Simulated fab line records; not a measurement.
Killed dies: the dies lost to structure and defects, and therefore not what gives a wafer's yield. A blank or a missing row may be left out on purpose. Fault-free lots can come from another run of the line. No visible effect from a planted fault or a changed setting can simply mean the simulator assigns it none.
fab line records / flow nandHarc
[record] lots = 6 wafers = 18 lastDay = 24
route steps=1159 shown P_ZERO_WELL@29 END@1159
lots untouched by any fault: they come from a run of this same line in which no faults occurred
startH: the number of hours between the record's first day and the start of the first shown wafer of the lot / waitH: how many hours have passed since the lot's step before this one / " repeats the value in the row above / L1.1+2: one row covering several wafers at once / - no value present, or no start provided / * or withheld: withheld / < > ~ a bound
route shown NAME@n: names a module that has steps shown in the file, with the first one's number in the route / usual: average and standard deviation across the fault-free wafers / same: alike in all rows / chamber/n: place in a boat / sites: each site's reading / _std_site: the standard deviation of these / _edge_site: inner sites' mean taken away from outer sites' mean / radiusMm: for every site, how far away it sits from the centre of the wafer / mask NAME#n: copy n / behind: the last tool/chamber to shape the wafer / hold: the reason the lot was held/the length of the hold in hours/how it ended / device: names the non-switching transistor (n, p or np) / end of line: the tests these same wafers got at the end of their route / for a step that has no rows: nothing shown but its recipe / killed: dies lost to structure and defects at the first sort, not the wafer's yield / map: the dies of a wafer, with x for killed, . for not killed, _ for no die there
set.NAME: the setting that was run; set.NAME@STEP: the one run at that earlier step / model.NAME: the simulator's own value behind a step, which no gauge read
lots at selected steps of the route; one table per step, one row per wafer
services: when a tool's chamber went out of use (startH, in hours from the record's first day, below 0 if earlier), for how many hours, and the reason
[[steps]]
[step NHARC_P_ZERO_WELL_CD_MEAS_24]
[recipe] targetCdNm = 720 landingEnergyEv = 500
[usual] cdNm = 720.3/1.6
lot.wafer=L155.1 tool=cdSem-03 chamber=0 startH=20.62 waitH=- cdNm=720.3
lot.wafer=L155.2 tool=cdSem-03 chamber=0 startH=20.62 waitH=- cdNm=722.7
lot.wafer=L155.5 tool=cdSem-03 chamber=0 startH=20.62 waitH=- cdNm=719.8
lot.wafer=L159.3 tool=cdSem-01 chamber=0 startH=44.50 waitH=- cdNm=718.1
lot.wafer=L159.4 tool=cdSem-01 chamber=0 startH=44.50 waitH=- cdNm=720.7
lot.wafer=L159.5 tool=cdSem-01 chamber=0 startH=44.50 waitH=- cdNm=719.0
lot.wafer=L168.1 tool=cdSem-01 chamber=0 startH=98.61 waitH=- cdNm=719.9
lot.wafer=L168.4 tool=cdSem-01 chamber=0 startH=98.61 waitH=- cdNm=722.2
lot.wafer=L168.5 tool=cdSem-01 chamber=0 startH=98.61 waitH=- cdNm=719.3
lot.wafer=L170.1 tool=cdSem-02 chamber=0 startH=110.63 waitH=- cdNm=720.4
lot.wafer=L170.2 tool=cdSem-02 chamber=0 startH=110.63 waitH=- cdNm=722.1
lot.wafer=L170.3 tool=cdSem-02 chamber=0 startH=110.63 waitH=- cdNm=720.9
lot.wafer=L172.1 tool=cdSem-03 chamber=0 startH=122.62 waitH=- cdNm=719.4
lot.wafer=L172.2 tool=cdSem-03 chamber=0 startH=122.62 waitH=- cdNm=721.6
lot.wafer=L172.3 tool=cdSem-03 chamber=0 startH=122.62 waitH=- cdNm=720.8
lot.wafer=L176.1 tool=cdSem-03 chamber=0 startH=146.61 waitH=- cdNm=722.8
lot.wafer=L176.2 tool=cdSem-03 chamber=0 startH=146.61 waitH=- cdNm=720.3
lot.wafer=L176.5 tool=cdSem-03 chamber=0 startH=146.61 waitH=- cdNm=720.1
[step NHARC_P_ZERO_WELL_HARDBAKE_25]
[recipe] tempC = 125 timeS = 80
[step NHARC_P_ZERO_WELL_DESCUM_26]
[recipe] timeS = 3 o2FlowSccm = 200 arFlowSccm = 0 biasPowerW = 0 chemistry = O2
[usual] drypumpMotorCurrentA = 5.5/0.54 o2FlowSccm = 200.0/0.61 oesProductAu = 0.996/0.0099 rfVppV = 57.6/0.79 showerheadPlenumPTorr = 1.86/0.062 throttleValvePct = 11.312/0.0093
[same] timeS = 3
lot.wafer=L155.1 tool=rieDiel-06 chamber=1 startH=20.78 waitH=- drypumpMotorCurrentA=6.3 o2FlowSccm=200.1 oesProductAu=0.996 rfHoursCounterH=8.0 rfVppV=57.2 showerheadPlenumPTorr=1.79 throttleValvePct=11.314
lot.wafer=L155.2 tool=rieDiel-06 chamber=0 startH=20.78 waitH=- drypumpMotorCurrentA=5.8 o2FlowSccm=199.7 oesProductAu=1.018 rfHoursCounterH=7.2 rfVppV=57.6 showerheadPlenumPTorr=1.89 throttleValvePct=11.311
lot.wafer=L155.5 tool=rieDiel-06 chamber=1 startH=20.78 waitH=- drypumpMotorCurrentA=6.3 o2FlowSccm=198.9 oesProductAu=0.992 rfHoursCounterH=- rfVppV=56.4 showerheadPlenumPTorr=1.80 throttleValvePct=11.317
lot.wafer=L159.4 tool=rieDiel-06 chamber=2 startH=44.68 waitH=- drypumpMotorCurrentA=5.8 o2FlowSccm=199.3 oesProductAu=0.997 rfHoursCounterH=9.6 rfVppV=58.3 showerheadPlenumPTorr=1.82 throttleValvePct=11.318
lot.wafer=L159.3 tool=rieDiel-06 chamber=3 startH=44.68 waitH=- drypumpMotorCurrentA=4.7 o2FlowSccm=199.5 oesProductAu=0.993 rfHoursCounterH=9.6 rfVppV=58.0 showerheadPlenumPTorr=2.00 throttleValvePct=11.314
lot.wafer=L159.5 tool=rieDiel-06 chamber=0 startH=44.68 waitH=- drypumpMotorCurrentA=5.7 o2FlowSccm=201.0 oesProductAu=1.005 rfHoursCounterH=- rfVppV=57.8 showerheadPlenumPTorr=1.89 throttleValvePct=11.325
lot.wafer=L168.4 tool=rieDiel-05 chamber=3 startH=98.78 waitH=- drypumpMotorCurrentA=6.0 o2FlowSccm=199.9 oesProductAu=0.986 rfHoursCounterH=6.1 rfVppV=57.0 showerheadPlenumPTorr=1.82 throttleValvePct=11.318
lot.wafer=L168.1 tool=rieDiel-05 chamber=0 startH=98.78 waitH=- drypumpMotorCurrentA=5.0 o2FlowSccm=200.7 oesProductAu=1.008 rfHoursCounterH=6.4 rfVppV=57.2 showerheadPlenumPTorr=1.87 throttleValvePct=11.314
lot.wafer=L168.5 tool=rieDiel-05 chamber=2 startH=98.78 waitH=- drypumpMotorCurrentA=5.4 o2FlowSccm=199.8 oesProductAu=0.980 rfHoursCounterH=- rfVppV=56.8 showerheadPlenumPTorr=1.93 throttleValvePct=11.306
lot.wafer=L170.1 tool=rieDiel-06 chamber=0 startH=110.80 waitH=- drypumpMotorCurrentA=5.8 o2FlowSccm=198.9 oesProductAu=1.005 rfHoursCounterH=2.9 rfVppV=57.9 showerheadPlenumPTorr=1.89 throttleValvePct=11.322
lot.wafer=L170.3 tool=rieDiel-06 chamber=1 startH=110.80 waitH=- drypumpMotorCurrentA=6.3 o2FlowSccm=199.3 oesProductAu=1.010 rfHoursCounterH=2.9 rfVppV=55.8 showerheadPlenumPTorr=1.79 throttleValvePct=11.314
lot.wafer=L170.2 tool=rieDiel-06 chamber=2 startH=110.80 waitH=- drypumpMotorCurrentA=5.8 o2FlowSccm=200.2 oesProductAu=0.995 rfHoursCounterH=2.8 rfVppV=57.7 showerheadPlenumPTorr=1.82 throttleValvePct=11.312
lot.wafer=L172.3 tool=rieDiel-06 chamber=1 startH=122.78 waitH=- drypumpMotorCurrentA=6.3 o2FlowSccm=200.2 oesProductAu=0.995 rfHoursCounterH=3.8 rfVppV=58.9 showerheadPlenumPTorr=1.79 throttleValvePct=11.327
lot.wafer=L172.1 tool=rieDiel-06 chamber=3 startH=122.78 waitH=- drypumpMotorCurrentA=4.7 o2FlowSccm=199.4 oesProductAu=0.982 rfHoursCounterH=4.3 rfVppV=57.0 showerheadPlenumPTorr=2.00 throttleValvePct=11.324
lot.wafer=L172.2 tool=rieDiel-06 chamber=0 startH=122.78 waitH=- drypumpMotorCurrentA=5.8 o2FlowSccm=200.1 oesProductAu=1.002 rfHoursCounterH=4.0 rfVppV=58.1 showerheadPlenumPTorr=1.89 throttleValvePct=11.322
lot.wafer=L176.2 tool=rieDiel-05 chamber=3 startH=146.79 waitH=- drypumpMotorCurrentA=6.1 o2FlowSccm=199.9 oesProductAu=0.988 rfHoursCounterH=8.3 rfVppV=57.3 showerheadPlenumPTorr=1.82 throttleValvePct=11.308
lot.wafer=L176.1 tool=rieDiel-05 chamber=0 startH=146.79 waitH=- drypumpMotorCurrentA=5.0 o2FlowSccm=200.5 oesProductAu=0.997 rfHoursCounterH=8.5 rfVppV=57.2 showerheadPlenumPTorr=1.87 throttleValvePct=11.314
lot.wafer=L176.5 tool=rieDiel-05 chamber=1 startH=146.79 waitH=- drypumpMotorCurrentA=5.2 o2FlowSccm=201.2 oesProductAu=0.999 rfHoursCounterH=- rfVppV=57.2 showerheadPlenumPTorr=1.87 throttleValvePct=11.300
[step NHARC_P_ZERO_WELL_IMPLANT_27]
[recipe] energyKev = 600 doseCm2 = 1e+13 tiltDeg = 7
[step NHARC_P_ZERO_WELL_IMPLANT_57]
[recipe] energyKev = 250 doseCm2 = 4e+12 tiltDeg = 7
[step NHARC_P_ZERO_WELL_IMPLANT_58]
[recipe] energyKev = 100 doseCm2 = 2e+12 tiltDeg = 7
[step NHARC_P_ZERO_WELL_STRIP_28]
[recipe] timeS = 840 tempC = 130 chemistry = SPM
[step NHARC_P_ZERO_WELL_DEHYDRATE_29]
[recipe] tempC = 150 timeS = 120
[step NHARC_P_ZERO_WELL_HMDS_30]
[recipe] timeS = 30
[step NHARC_P_ZERO_WELL_COAT_31]
[recipe] spinRpm = withheld
[step NHARC_P_ZERO_WELL_SOFTBAKE_32]
[recipe] tempC = 122 timeS = 95
[step NHARC_P_ZERO_WELL_EBR_33]
[step NHARC_P_ZERO_WELL_EXPOSE_34]
[recipe] na = 0.6 targetCdNm = 720 doseMj = 22.31 maskId = P_PWELL
[usual] exposureDoseMJCm2 = 22.307/0.025
lot.wafer=L155.1 tool=krfScanner-04 chamber=0 startH=22.11 waitH=- mask=P_PWELL#0 exposureDoseMJCm2=22.324
lot.wafer=L155.2 tool=krfScanner-04 chamber=0 startH=22.11 waitH=- mask=P_PWELL#0 exposureDoseMJCm2=22.328
lot.wafer=L155.5 tool=krfScanner-04 chamber=0 startH=22.11 waitH=- mask=P_PWELL#0 exposureDoseMJCm2=22.295
lot.wafer=L159.3 tool=krfScanner-02 chamber=0 startH=45.99 waitH=- mask=P_PWELL#0 exposureDoseMJCm2=22.297
lot.wafer=L159.4 tool=krfScanner-02 chamber=0 startH=45.99 waitH=- mask=P_PWELL#0 exposureDoseMJCm2=22.302
lot.wafer=L159.5 tool=krfScanner-02 chamber=0 startH=45.99 waitH=- mask=P_PWELL#0 exposureDoseMJCm2=22.282
lot.wafer=L168.1 tool=krfScanner-02 chamber=0 startH=99.96 waitH=- mask=P_PWELL#0 exposureDoseMJCm2=18.307
lot.wafer=L168.4 tool=krfScanner-02 chamber=0 startH=99.96 waitH=- mask=P_PWELL#0 exposureDoseMJCm2=18.292
lot.wafer=L168.5 tool=krfScanner-02 chamber=0 startH=99.96 waitH=- mask=P_PWELL#0 exposureDoseMJCm2=18.293
lot.wafer=L170.1 tool=krfScanner-02 chamber=0 startH=112.13 waitH=- mask=P_PWELL#0 exposureDoseMJCm2=18.324
lot.wafer=L170.2 tool=krfScanner-02 chamber=0 startH=112.13 waitH=- mask=P_PWELL#0 exposureDoseMJCm2=18.322
lot.wafer=L170.3 tool=krfScanner-02 chamber=0 startH=112.13 waitH=- mask=P_PWELL#0 exposureDoseMJCm2=18.338
lot.wafer=L172.1 tool=krfScanner-01 chamber=0 startH=124.10 waitH=- mask=P_PWELL#0 exposureDoseMJCm2=22.289
lot.wafer=L172.2 tool=krfScanner-01 chamber=0 startH=124.10 waitH=- mask=P_PWELL#0 exposureDoseMJCm2=22.294
lot.wafer=L172.3 tool=krfScanner-01 chamber=0 startH=124.10 waitH=- mask=P_PWELL#0 exposureDoseMJCm2=22.256
lot.wafer=L176.1 tool=krfScanner-01 chamber=0 startH=148.12 waitH=- mask=P_PWELL#0 exposureDoseMJCm2=22.290
lot.wafer=L176.2 tool=krfScanner-01 chamber=0 startH=148.12 waitH=- mask=P_PWELL#0 exposureDoseMJCm2=22.269
lot.wafer=L176.5 tool=krfScanner-01 chamber=0 startH=148.12 waitH=- mask=P_PWELL#0 exposureDoseMJCm2=22.262
[step NHARC_P_ZERO_WELL_PEB_35]
[recipe] pebTempC = 118 pebTimeS = 85
[step NHARC_P_ZERO_WELL_DEVELOP_36]
[recipe] timeS = 70
[step NHARC_P_ZERO_WELL_CD_MEAS_37]
[recipe] targetCdNm = 720 landingEnergyEv = 500
[usual] cdNm = 718.9/1.9
lot.wafer=L155.1 tool=cdSem-03 chamber=0 startH=22.27 waitH=- cdNm=716.9
lot.wafer=L155.2 tool=cdSem-03 chamber=0 startH=22.27 waitH=- cdNm=717.1
lot.wafer=L155.5 tool=cdSem-03 chamber=0 startH=22.27 waitH=- cdNm=716.8
lot.wafer=L159.3 tool=cdSem-01 chamber=0 startH=46.14 waitH=- cdNm=715.5
lot.wafer=L159.4 tool=cdSem-01 chamber=0 startH=46.14 waitH=- cdNm=719.7
lot.wafer=L159.5 tool=cdSem-01 chamber=0 startH=46.14 waitH=- cdNm=718.7
lot.wafer=L168.1 tool=cdSem-01 chamber=0 startH=100.12 waitH=- cdNm=686.3
lot.wafer=L168.4 tool=cdSem-01 chamber=0 startH=100.12 waitH=- cdNm=685.4
lot.wafer=L168.5 tool=cdSem-01 chamber=0 startH=100.12 waitH=- cdNm=684.8
lot.wafer=L170.1 tool=cdSem-02 chamber=0 startH=112.29 waitH=- cdNm=686.9
lot.wafer=L170.2 tool=cdSem-02 chamber=0 startH=112.29 waitH=- cdNm=687.3
lot.wafer=L170.3 tool=cdSem-02 chamber=0 startH=112.29 waitH=- cdNm=686.6
lot.wafer=L172.1 tool=cdSem-03 chamber=0 startH=124.26 waitH=- cdNm=719.9
lot.wafer=L172.2 tool=cdSem-03 chamber=0 startH=124.26 waitH=- cdNm=718.3
lot.wafer=L172.3 tool=cdSem-03 chamber=0 startH=124.26 waitH=- cdNm=717.5
lot.wafer=L176.1 tool=cdSem-03 chamber=0 startH=148.28 waitH=- cdNm=718.9
lot.wafer=L176.2 tool=cdSem-03 chamber=0 startH=148.28 waitH=- cdNm=718.8
lot.wafer=L176.5 tool=cdSem-03 chamber=0 startH=148.28 waitH=- cdNm=716.5
[step NHARC_P_ZERO_WELL_HARDBAKE_38]
[recipe] tempC = 125 timeS = 80
[step NHARC_END_SORT_01]
[recipe] tempC = 25
[usual] killedAtArray = 29/10 killedAtOther = 0.7/1.1 killedAtPeriphery = 3.2/2.2 killedDies = 33/11 killedOpen = 3.5/1.8 killedShort = 2.0/1.4
[same] grossDies = 677
lot.wafer=L168.4 tool=prober-01 chamber=0 startH=524.00 waitH=3.4 killedAtArray=16 killedAtOther=0 killedAtPeriphery=3 killedDies=19 killedOpen=3 killedShort=0
lot.wafer=L168.5 tool=prober-01 chamber=0 startH=524.81 waitH=3.7 killedAtArray=16 killedAtOther=2 killedAtPeriphery=1 killedDies=19 killedOpen=0 killedShort=1
lot.wafer=L170.1 tool=prober-01 chamber=0 startH=534.30 waitH=2.5 killedAtArray=31 killedAtOther=1 killedAtPeriphery=2 killedDies=34 killedOpen=4 killedShort=0
lot.wafer=L170.2 tool=prober-01 chamber=0 startH=535.11 waitH=2.8 killedAtArray=29 killedAtOther=2 killedAtPeriphery=1 killedDies=32 killedOpen=4 killedShort=3
lot.wafer=L170.3 tool=prober-01 chamber=0 startH=535.91 waitH=3.1 killedAtArray=31 killedAtOther=1 killedAtPeriphery=2 killedDies=34 killedOpen=3 killedShort=3
// killed by level:class
L168.4 A_STAIRCASE:chamberFilmFlake=5 A_CHANNEL_HOLE_D1:chamberFilmFlake=4 A_SLIT:chamberFilmFlake=2 A_CONTACT:chamberFilmFlake=2 P_M0:geometricParticle:open=1 A_CONTACT:geometricParticle:open=1 A_BLC:geometricParticle:open=1 P_BONDPAD:chamberFilmFlake=1
L168.5 A_CHANNEL_HOLE_D1:chamberFilmFlake=9 A_CONTACT:chamberFilmFlake=4 A_SLIT:chamberFilmFlake=2 THIN_TSV:chamberFilmFlake=2 A_WL_FILL:geometricParticle:short=1 P_ZERO_WELL:areaExpose=1
L170.1 A_CHANNEL_HOLE_D1:chamberFilmFlake=24 A_SGD_CUT:chamberFilmFlake=3 A_CONTACT:chamberFilmFlake=2 P_CONTACT:geometricParticle:open=1 P_M2:geometricParticle:open=1 A_ONON_D1:geometricParticle:open=1 A_WL_FILL:geometricParticle:open=1 THIN_TSV:chamberFilmFlake=1
L170.2 A_CHANNEL_HOLE_D1:chamberFilmFlake=17 A_CONTACT:chamberFilmFlake=2 A_ONON_D1:geometricParticle:short=1 A_ONON_D1:geometricParticle:open=1 A_CHANNEL_HOLE_D1:geometricParticle:open=1 A_STAIRCASE:geometricParticle:short=1 A_WL_FILL:geometricParticle:open=1 A_CONTACT:geometricParticle:open=1
L170.3 A_CHANNEL_HOLE_D1:chamberFilmFlake=19 A_CONTACT:chamberFilmFlake=5 P_CONTACT:geometricParticle:short=1 P_M0:geometricParticle:open=1 A_CHANNEL_HOLE_D1:geometricParticle:short=1 A_CHANNEL_FILL_D1:geometricParticle:open=1 A_CONTACT:geometricParticle:open=1 A_M0:geometricParticle:short=1
[[services]]
tool=krfScanner-02 chamber=- startH=8.69 hours=3.0 kind=repair
tool=krfScanner-01 chamber=- startH=10.26 hours=0.2 kind=repair
tool=krfScanner-02 chamber=- startH=17.80 hours=0.3 kind=repair
tool=rieDiel-06 chamber=0 startH=18.70 hours=- kind=clean
tool=rieDiel-06 chamber=1 startH=18.70 hours=- kind=clean
tool=rieDiel-06 chamber=2 startH=18.70 hours=- kind=clean
tool=rieDiel-06 chamber=3 startH=18.70 hours=- kind=clean
tool=krfScanner-01 chamber=- startH=24.20 hours=3.4 kind=repair
tool=krfScanner-02 chamber=- startH=38.00 hours=4.0 kind=pm
tool=rieDiel-06 chamber=0 startH=43.20 hours=- kind=clean
tool=rieDiel-06 chamber=1 startH=43.20 hours=- kind=clean
tool=rieDiel-06 chamber=2 startH=43.20 hours=- kind=clean
tool=rieDiel-06 chamber=3 startH=43.20 hours=- kind=clean
tool=rieDiel-06 chamber=- startH=64.21 hours=9.0 kind=pm
tool=rieDiel-06 chamber=0 startH=64.21 hours=9.0 kind=ventCycle
tool=rieDiel-06 chamber=1 startH=64.21 hours=9.0 kind=ventCycle
tool=rieDiel-06 chamber=2 startH=64.21 hours=9.0 kind=ventCycle
tool=krfScanner-04 chamber=- startH=64.44 hours=2.5 kind=repair
tool=krfScanner-01 chamber=- startH=84.00 hours=4.0 kind=pm
tool=krfScanner-02 chamber=- startH=110.69 hours=0.6 kind=repair
tool=krfScanner-01 chamber=- startH=117.44 hours=0.5 kind=repair
tool=krfScanner-04 chamber=- startH=126.00 hours=4.0 kind=pm
tool=rieDiel-06 chamber=1 startH=132.28 hours=3.8 kind=repair
tool=krfScanner-04 chamber=- startH=144.19 hours=1.7 kind=repair
[[key]]
[firstSign] step = NHARC_P_ZERO_WELL_EXPOSE_34 reading = exposureDoseMJCm2 direction = down sigmas = 99+ usual = 22.307 struck = 18.313
[effect] step = NHARC_P_ZERO_WELL_CD_MEAS_37 reading = cdNm direction = down sigmas = 17 usual = 718.9 struck = 686.2
metAt NHARC_P_ZERO_WELL_EXPOSE_34
struckWafers L168.1,L168.4,L168.5,L170.1,L170.2,L170.3
testerLeftOut L168,L170
onsetBetween 45.99 99.96
[fault] kind = processParameterDrift tool = krfScanner-02 chamber = - onsetH = 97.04 steps = NHARC_P_ZERO_WELL_EXPOSE_34 channel = doseMj offset = -4.0142 shape = step actsIn = theseRecipesOnly stated = 22.31
// testerLeftOut: of these lots the tester's yield and bins aren't shown, on N5 and GAA mostly nor the transistor test; their killed dies are dies lost to structure and defects alone, not to doping, threshold or leakage, so they don't give the yield
